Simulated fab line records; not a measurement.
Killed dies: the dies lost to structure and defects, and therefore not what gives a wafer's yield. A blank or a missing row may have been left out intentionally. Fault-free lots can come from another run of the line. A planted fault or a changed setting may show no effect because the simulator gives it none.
A struck lot beside a sound one | flow n5 finfet | 16 steps out of a route of 1938
Sound: these wafers, L248.2, L248.3, L248.6. The struck wafers were L241.1, L241.2, L241.4. The cause is given at the end.
For every step that has rows: the tool of each side, followed by ch and its chambers, followed by its first start. Under that, the readings that differ: sound wafers | struck wafers | difference of the means | sigmas: that difference in standard deviations of wafers without a fault.
alike: readings with means less than 2 such deviations apart, plus words and numbers identical on both sides. not compared: withheld readings, readings lacking a value on some wafer, bounds such as >300 that could conceal the same value, and numbers that have no deviation in the record and whose values overlap.
A row with sigmas, a row that says differs or no value, or rows on one side alone: a step with any of these is where the two part. Non-overlapping numbers with no deviation appear without sigmas and do not part them. A reading missing from all wafers of one side parts the sides only when that side holds two or more wafers.

first, 8 steps without rows for these wafers: N5_BEOL_M1_COAT_62 (time 60 s, resist thk 12 nm); N5_BEOL_M1_COAT_73 (time 60 s, resist thk 5 nm); N5_BEOL_M1_COAT_05 (resist thk 30 nm); N5_BEOL_M1_EBR_07; N5_BEOL_M1_SOFTBAKE_06 (time 60 s); N5_BEOL_M1_EXPOSE_08 (exposes mask M1); N5_BEOL_M1_PEB_09 (peb time 60 s); N5_BEOL_M1_DEVELOP_10 (develop time 30 s).
N5_BEOL_M1_CD_MEAS_11: the cd target is 17.05 nm.
  sound on cd sem-02 ch 0, day 10 23:42; struck on cd sem-03 ch 0, day 9 04:39
  alike: cd nm
N5_BEOL_M1_OVL_MEAS_12:
  sound on overlay-01 ch 0, day 10 23:44; struck on overlay-02 ch 0, day 9 04:41
  alike: M1_OVL
N5_BEOL_M1_INSPECT_13: inspects for defects (brightfield).
  sound on defect inspect-01 at day 10 23:47; struck on defect inspect-01 at day 9 04:44
  reading          | sound       | struck      | difference | sigmas
  raw defect count | 595 721 519 | 443 430 396 | -189       | -2
N5_BEOL_M1_DESCUM_16: chemistry O2, time 7 s.
  sound on rie diel-03 ch 0,2,3, day 10 23:50; struck on rie diel-06 ch 0,1,2, day 9 04:49
  alike: chamber pressure mTorr, drypump motor current A, oes product au, rf vpp V, showerhead plenum p Torr, throttle valve pct
  not compared: rf hours counter h
N5_BEOL_M1_ETCH_74: etches underlayer in N2/H2, target depth 6.5 nm, time 5.2 s.
  sound on rie diel-03 ch 0,2,3, day 10 23:52; struck on rie diel-06 ch 0,1,2, day 9 04:51
  reading               | sound             | struck            | difference | sigmas
  bias w (W)            | 151.1 149.5 149.4 | 160.0 160.3 160.0 | +10.1      | +23
  etch rf on time s (s) | 5.17 5.16 5.23    | 4.96 5.00 5.05    | -0.18      | -2
  rf vpp V (V)          | 523.6 524.9 523.6 | 542.0 545.5 545.9 | +20.4      | +8
  alike: chamber pressure mTorr, drypump motor current A, oes product au, showerhead plenum p Torr, throttle valve pct
  not compared: rf hours counter h
N5_BEOL_M1_ETCH_63: etches SiARC in CF4, target depth 15.6 nm, time 26 s.
  sound on rie diel-03 ch 0,2,3, day 10 23:53; struck on rie diel-06 ch 0,1,2, day 9 04:52
  alike: bias w, chamber pressure mTorr, drypump motor current A, etch rf on time s, oes product au, rf vpp V, showerhead plenum p Torr, throttle valve pct
  not compared: rf hours counter h
-- here the record skips 6 days between the struck wafers' starts before and after, leaving off in module BEOL_M1 and picking up in module BEOL_M4 (first step shown: number 1111 of the route) --
N5_BEOL_M4_RC_MEAS_101:
  sound on prober-02 ch 0, day 17 07:29; struck on prober-01 ch 0, day 14 23:28
  alike: DIBL_N, DIBL_P, IOFF_N, IOFF_P, ION_N, ION_P, SS_N, SS_P, VT_N, VT_P
-- here the record skips 4 days between the struck wafers' starts before and after, leaving off in module BEOL_M4 and picking up in module PASSIVATION (first step shown: number 1936 of the route) --
N5_PASSIVATION_PROBE_49:
  record: rows for the struck wafers here (prober-01, day 19 06:28), none for the sound ones

WHERE THEY PART
Last at N5_PASSIVATION_PROBE_49 as far as this record goes, first at N5_BEOL_M1_INSPECT_13.

WHY: the cause the simulator had injected
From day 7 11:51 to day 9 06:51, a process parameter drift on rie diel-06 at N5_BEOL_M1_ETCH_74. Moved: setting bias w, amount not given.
